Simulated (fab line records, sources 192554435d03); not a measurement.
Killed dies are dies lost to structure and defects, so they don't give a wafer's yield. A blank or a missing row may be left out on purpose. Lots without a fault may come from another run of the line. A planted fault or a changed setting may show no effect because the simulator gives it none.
Chamber matching | flow n5_finfet | N5_BEOL_M2_ETCH_64 on rie_diel-03: 4 sister chambers
The step etches SOC in N2/H2, target depth 75 nm, overetch 22.5 nm, time 121.9 s. 18 wafers are shown with their chamber, then 9 later ones without.

WAFERS WITH THEIR CHAMBER
wafer  | chamber | showerhead_plenum_p_Torr (Torr) | drypump_motor_current_A (A) | throttle_valve_pct (%)
L077.1 | 2       | 2.66                            | 5.5                         | 18.08
L077.5 | 0       | 2.50                            | 5.1                         | 18.12
L077.6 | 3       | 2.44                            | 5.9                         | 18.12
L078.3 | 3       | 2.44                            | 5.9                         | 18.11
L078.4 | 3       | 2.44                            | 5.9                         | 18.11
L078.6 | 0       | 2.50                            | 5.0                         | 18.13
L079.2 | 1       | 2.50                            | 6.4                         | 17.40
L079.3 | 3       | 2.44                            | 6.0                         | 18.12
L079.4 | 2       | 2.66                            | 5.5                         | 18.08
L083.2 | 1       | 2.50                            | 6.3                         | 17.41
L083.5 | 2       | 2.65                            | 5.5                         | 18.10
L083.6 | 3       | 2.44                            | 5.9                         | 18.13
L084.1 | 1       | 2.50                            | 6.4                         | 17.44
L084.4 | 3       | 2.43                            | 6.0                         | 18.14
L084.5 | 0       | 2.50                            | 5.1                         | 17.68
L087.3 | 1       | 2.50                            | 6.3                         | 17.42
L087.4 | 1       | 2.50                            | 6.3                         | 17.44
L087.6 | 3       | 2.43                            | 6.0                         | 18.13

SIGNATURES (means of the wafers above)
reading                  | chamber 0 | chamber 1 | chamber 2 | chamber 3 | scatter within a chamber
showerhead_plenum_p_Torr | 2.5000    | 2.5000    | 2.6567    | 2.4371    | 0.00387
drypump_motor_current_A  | 5.067     | 6.340     | 5.500     | 5.943     | 0.0506
throttle_valve_pct       | 17.9767   | 17.4220   | 18.0867   | 18.1229   | 0.098
Rule: a wafer's distance from a chamber is the root of the sum, over the readings, of the square of ((its reading less the chamber's mean) divided by the reading's scatter). The wafer belongs to the nearest chamber; if the next one is less than 2 further off, it can't be placed. The scatter: the root of (the sum of the squares of (reading less its chamber's mean) over the shown wafers, divided by (wafers less chambers)).

WAFERS WITHOUT THEIR CHAMBER
wafer  | showerhead_plenum_p_Torr (Torr) | drypump_motor_current_A (A) | throttle_valve_pct (%)
L088.1 | 2.65                            | 5.5                         | 18.12
L088.2 | 2.49                            | 5.1                         | 17.68
L088.6 | 2.65                            | 5.5                         | 18.13
L090.1 | 2.43                            | 5.9                         | 18.15
L090.2 | 2.49                            | 6.4                         | 17.45
L090.3 | 2.65                            | 5.5                         | 18.10
L096.1 | 2.64                            | 5.5                         | 18.14
L096.2 | 2.42                            | 5.9                         | 18.16
L096.5 | 2.42                            | 5.9                         | 18.16

WHICH CHAMBER EACH WENT THROUGH
wafer  | from the rows above | in truth
L088.1 | 2                   | 2
L088.2 | 0                   | 0
L088.6 | 2                   | 2
L090.1 | 3                   | 3
L090.2 | 1                   | 1
L090.3 | 2                   | 2
L096.1 | 2                   | 2
L096.2 | 3                   | 3
L096.5 | 3                   | 3
Placed correctly: 9 of 9. Can't be placed from these rows: 0. Placed wrongly: 0.
